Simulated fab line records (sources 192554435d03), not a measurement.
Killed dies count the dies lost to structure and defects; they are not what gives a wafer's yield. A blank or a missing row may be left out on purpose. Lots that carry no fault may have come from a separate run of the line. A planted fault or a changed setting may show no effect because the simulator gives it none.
Chamber matching :: flow n5Finfet :: N5_BEOL_M3_ETCH_77 on rieDiel-06: 4 sister chambers
The step etches underlayer in N2/H2, target depth 6.5 nm, time 5.2 s. 4 wafers are shown with their chamber, then 12 later ones without.

EACH WAFER AND ITS CHAMBER
wafer: L087.2
chamber: 1
showerheadPlenumPTorr (Torr): 2.70

wafer: L091.2
chamber: 2
showerheadPlenumPTorr (Torr): 2.50

wafer: L091.3
chamber: 3
showerheadPlenumPTorr (Torr): 2.64

wafer: L091.4
chamber: 0
showerheadPlenumPTorr (Torr): 2.41

WAFERS WHOSE CHAMBER IS MISSING
wafer: L092.1
showerheadPlenumPTorr (Torr): 2.63

wafer: L092.2
showerheadPlenumPTorr (Torr): 2.50

wafer: L092.5
showerheadPlenumPTorr (Torr): 2.63

wafer: L093.2
showerheadPlenumPTorr (Torr): 2.63

wafer: L093.4
showerheadPlenumPTorr (Torr): 2.69

wafer: L093.6
showerheadPlenumPTorr (Torr): 2.49

wafer: L095.1
showerheadPlenumPTorr (Torr): 2.49

wafer: L095.3
showerheadPlenumPTorr (Torr): 2.41

wafer: L095.4
showerheadPlenumPTorr (Torr): 2.69

wafer: L097.1
showerheadPlenumPTorr (Torr): 2.63

wafer: L097.4
showerheadPlenumPTorr (Torr): 2.49

wafer: L097.5
showerheadPlenumPTorr (Torr): 2.49

THE CHAMBER EACH PASSED THROUGH
wafer: L092.1
from the rows above: 3
in truth: 3

wafer: L092.2
from the rows above: 2
in truth: 2

wafer: L092.5
from the rows above: 3
in truth: 3

wafer: L093.2
from the rows above: 3
in truth: 3

wafer: L093.4
from the rows above: 1
in truth: 1

wafer: L093.6
from the rows above: 2
in truth: 2

wafer: L095.1
from the rows above: 2
in truth: 2

wafer: L095.3
from the rows above: 0
in truth: 0

wafer: L095.4
from the rows above: 1
in truth: 1

wafer: L097.1
from the rows above: 3
in truth: 3

wafer: L097.4
from the rows above: 2
in truth: 2

wafer: L097.5
from the rows above: 2
in truth: 2
Correct placement for 12 of the 12. Can't be placed from these rows: 0. Wrongly placed: 0.
How it was worked out, from the rows above alone: a wafer's distance from a chamber is the root of the sum, over the readings, of the square of ((its reading less the chamber's mean) divided by the reading's scatter). The wafer belongs to the nearest chamber; if the next one is less than 2 further off, it can't be placed. For every chamber, the mean is computed from those of its wafers that are shown. The scatter: root of mean squared gap, hidden wafer to nearest shown wafer, with one shown wafer a chamber.
